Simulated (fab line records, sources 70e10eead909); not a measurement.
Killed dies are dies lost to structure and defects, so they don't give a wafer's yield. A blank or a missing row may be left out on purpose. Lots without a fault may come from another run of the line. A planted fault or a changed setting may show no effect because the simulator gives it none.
Problem report in the 8D (eight disciplines) form, filled by code | flow nand_harc | the parts of the form that need people (team, actions taken, sign-off) are left out

1. THE PROBLEM
cd_nm at NHARC_P_M0_CD_MEAS_09 reads a mean of 75.8 nm on 6 wafers of 2 lots; wafers without a fault read 89.8 nm with a standard deviation of 0.56. That is -25 standard deviations from the usual mean.
The step: target cd 90 nm.
First seen on wafer L326.2, day 10 02:29, on cd_sem-02. The record holds 42 wafers of 14 lots with a number at this step. Rule for "out", or "out of limits": more than 4 standard deviations from the usual mean. The other wafers with a number count as sound.

2. WHAT IT IS AND WHAT IT IS NOT
question                    | is                     | is not
which readings at this step | cd_nm                  | -
which lots                  | L325, L326             | L308, L309, L310, L311, L314, L315, L316, L317, L319, L320, L321, L323
which wafers of those lots  | all that have a number | -
read on which gauges        | cd_sem-01, cd_sem-02   | cd_sem-03
when                        | from day 10 02:29      | up to then (36 sound wafers)

3. SUSPECTS, AND WHAT RULES EACH OUT
Counting: a tool at a process step up to the reading stays a suspect if it ran every lot that is out and no sound lot after the first of them.
- the gauge at NHARC_P_M0_CD_MEAS_09: ruled out. The wafers that are out were read on 2 gauges (cd_sem-01, cd_sem-02).
- litho_track-01 at NHARC_P_M0_PEB_07 (peb time 65 s): kept. It ran every lot that is out, first L326 (day 10 02:24), and no sound lot after that; its last sound lot up to then is L323 (day 9 12:25). Its own readings are out on those wafers: heater_power_total_W, plate_temp_C.
Left after counting: litho_track-01 at NHARC_P_M0_PEB_07.

4. THE CAUSE (what the simulator had put in)
Process parameter drift: litho_track-01, from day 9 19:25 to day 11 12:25, at NHARC_P_M0_PEB_07. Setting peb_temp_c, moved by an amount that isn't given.
Counting left only this tool.

5. THE CHAIN OF EFFECTS, in route order
Each row: a reading whose mean over the struck wafers that have a number lies more than 3 standard deviations from the usual. Only readings for which the record gives a usual standard deviation are gone through. hours: the time from each lot's start at the first step in this table that gives one to its start at this step, as a median over the lots. sigmas: the change in usual standard deviations.
hours | step                  | reading              | usual    | on struck wafers | change | sigmas
0     | NHARC_P_M0_PEB_07     | heater_power_total_W | 156.6 W  | 148.9            | -7.7   | -19
0     | NHARC_P_M0_PEB_07     | plate_temp_C         | 100.01 C | 96.49            | -3.52  | -27
0     | NHARC_P_M0_CD_MEAS_09 | cd_nm                | 89.8 nm  | 75.8             | -14.0  | -25
The process steps in it:
- NHARC_P_M0_PEB_07: peb time 65 s.

6. WHAT WOULD HAVE CAUGHT IT SOONER
In this record the first reading out of limits at a measuring or inspecting step was taken at day 10 02:29, 7 hours after the fault began at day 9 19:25.
The tool's own readings at NHARC_P_M0_PEB_07 were out on every struck wafer that the step has a row for (heater_power_total_W, plate_temp_C): an alarm limit on them would have fired on the first of those.
Of the lots that are out (2), L325 began NHARC_P_M0_PEB_07 on litho_track-01 after day 10 02:29. A hold on the tool at that time would have spared it.
